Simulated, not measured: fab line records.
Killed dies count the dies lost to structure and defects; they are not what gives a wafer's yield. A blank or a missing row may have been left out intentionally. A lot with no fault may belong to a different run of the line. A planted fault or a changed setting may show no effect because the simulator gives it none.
Matching of chambers -- flow n5_finfet -- 4 sister chambers for N5_BEOL_M7_ETCH_65 on rie_diel-01
The step etches SiARC in CF4, target depth 15.6 nm, time 26 s. 4 wafers are shown with their chamber, then 10 later ones without.

## WAFERS, EACH WITH ITS CHAMBER
wafer,chamber,drypump_motor_current_A (A)
L093.2,2,5.4
L093.5,0,5.1
L095.1,3,6.4
L095.3,1,5.7

## WAFERS MISSING THEIR CHAMBER
wafer,drypump_motor_current_A (A)
L095.4,5.1
L094.1,6.3
L094.4,5.4
L094.6,5.4
L096.1,6.3
L096.3,5.1
L096.4,5.6
L097.2,5.7
L097.5,6.3
L097.6,5.6

## EACH ONE'S CHAMBER
wafer,from the rows above,in truth
L095.4,0,0
L094.1,3,3
L094.4,2,2
L094.6,2,2
L096.1,3,3
L096.3,0,0
L096.4,can't be placed: 1 or 2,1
L097.2,1,1
L097.5,3,3
L097.6,can't be placed: 1 or 2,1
Correctly placed: 8 of 10. From these rows, 2 cannot be placed; in 2 the true chamber is one of the candidates. 0 placed wrongly.
How it was worked out, from the rows above alone: a wafer's distance from a chamber is the root of the sum, over the readings, of the square of ((its reading less the chamber's mean) divided by the reading's scatter). The wafer belongs to the nearest chamber; if the next one is less than 2 further off, it can't be placed. The mean given for a chamber averages the wafers shown for that chamber. The scatter: root of mean squared gap, hidden wafer to nearest shown wafer, with one shown wafer a chamber.
